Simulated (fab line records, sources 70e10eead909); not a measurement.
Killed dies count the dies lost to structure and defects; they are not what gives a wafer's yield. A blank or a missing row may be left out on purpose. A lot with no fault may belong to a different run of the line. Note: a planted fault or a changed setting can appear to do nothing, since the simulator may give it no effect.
8D (eight disciplines) problem report, filled in by code :: flow nand_harc :: the parts of the form that need people (team, actions taken, sign-off) are left out

== 1. WHAT IS WRONG ==
Wafers with no fault read 0.953 a.u. with a standard deviation of 0.023, whereas oes_product_au at NHARC_A_M1_ETCH_15 reads a mean of 0.859 a.u. on 1 wafer of 1 lot. Measured from the usual mean, that is -4.1 standard deviations.
The step: etches the open film in C4F8/Ar, target depth 182.5 nm, time 91.2 s.
First seen on wafer L491.2, day 29 17:03, on rie_diel-02. The record has a number at this step for 15 wafers belonging to 5 lots. The rule behind "out" and "out of limits": a value lying over 4 standard deviations away from the usual mean. All remaining wafers that have a number are taken as sound.

== 2. WHAT IT IS AND WHAT IT IS NOT ==
question: which readings at this step
is: oes_product_au
is not: rf_fwd_power_W, rf_vpp_V

question: which lots
is: L491
is not: L475, L481, L485, L497

question: which wafers of those lots
is: L491.2
is not: L491.3, L491.6

question: read on which tools
is: rie_diel-02
is not: rie_diel-11

question: when
is: from day 29 17:03
is not: up to then (11 sound wafers); but 3 sound wafers of L497 came after

== 3. SUSPECTS, AND WHAT RULES EACH OUT ==
Counting: if a tool at a process step up to the reading ran every lot that is out, it stays a suspect. Sound lots after the first of them don't rule it out here, since some wafers of a struck lot are sound.
- rie_diel-02 at NHARC_A_M1_DESCUM_14 (chemistry O2, time 3 s): kept. It ran the lot that is out, L491 (day 29 16:53); its last sound lot up to then is L485 (day 28 02:41).
- rie_diel-02 at NHARC_A_M1_ETCH_35 (etches the open film in N2/H2, target depth 40 nm, overetch 12 nm, time 43.94 s): kept. It ran the lot that is out, L491 (day 29 16:58); its last sound lot up to then is L485 (day 28 02:46).
- rie_diel-02 at NHARC_A_M1_ETCH_15 (etches the open film in C4F8/Ar, target depth 182.5 nm, time 91.2 s): kept. It ran the lot that is out, L491 (day 29 17:03); its last sound lot up to then is L485 (day 28 02:52). On those wafers its own readings are out: oes_product_au.
- Within rie_diel-02 at NHARC_A_M1_DESCUM_14: the wafers that are out ran in chamber 1; their sound lot-mates ran in chambers 2, 3.
- Within rie_diel-02 at NHARC_A_M1_ETCH_35, the wafers that are out were processed in chamber 1 and their sound lot-mates in chamber 0.
- Within rie_diel-02 at NHARC_A_M1_ETCH_15: the wafers that are out ran in chamber 3; their sound lot-mates ran in chambers 0, 2.
Left after counting: rie_diel-02 at NHARC_A_M1_DESCUM_14, rie_diel-02 at NHARC_A_M1_ETCH_35, rie_diel-02 at NHARC_A_M1_ETCH_15.

== 4. THE CAUSE (what the simulator had put in) ==
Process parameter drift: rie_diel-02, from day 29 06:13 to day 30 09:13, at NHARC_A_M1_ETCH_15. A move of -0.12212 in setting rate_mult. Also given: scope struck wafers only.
Counting leaves 3 suspects; this tool is one of them.

== 5. THE CHAIN OF EFFECTS, in route order ==
Rows list readings where the struck wafers' mean (over those with a number) sits beyond 3 standard deviations from the usual. Only readings whose record carries a usual standard deviation are examined. hours: median over the lots of the time between each lot's start at the first step of this table that gives one and its start at this step. sigmas: the change, counted in usual standard deviations.
hours: 0
step: NHARC_A_M1_ETCH_15
reading: oes_product_au
usual: 0.953 a.u.
on struck wafers: 0.859
change: -0.094
sigmas: -4.1
Process steps it contains:
- NHARC_A_M1_ETCH_15: etches the open film in C4F8/Ar, target depth 182.5 nm, time 91.2 s.
Later measuring or inspecting steps at which every struck wafer that the step has a row for has a number for every such reading, and none has moved that far: NHARC_A_M1_CD_MEAS_16.

== 6. WHAT WOULD HAVE CAUGHT IT SOONER ==
11 hours passed between the start of the fault at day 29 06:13 and the first reading out of limits in this record, taken at day 29 17:03.
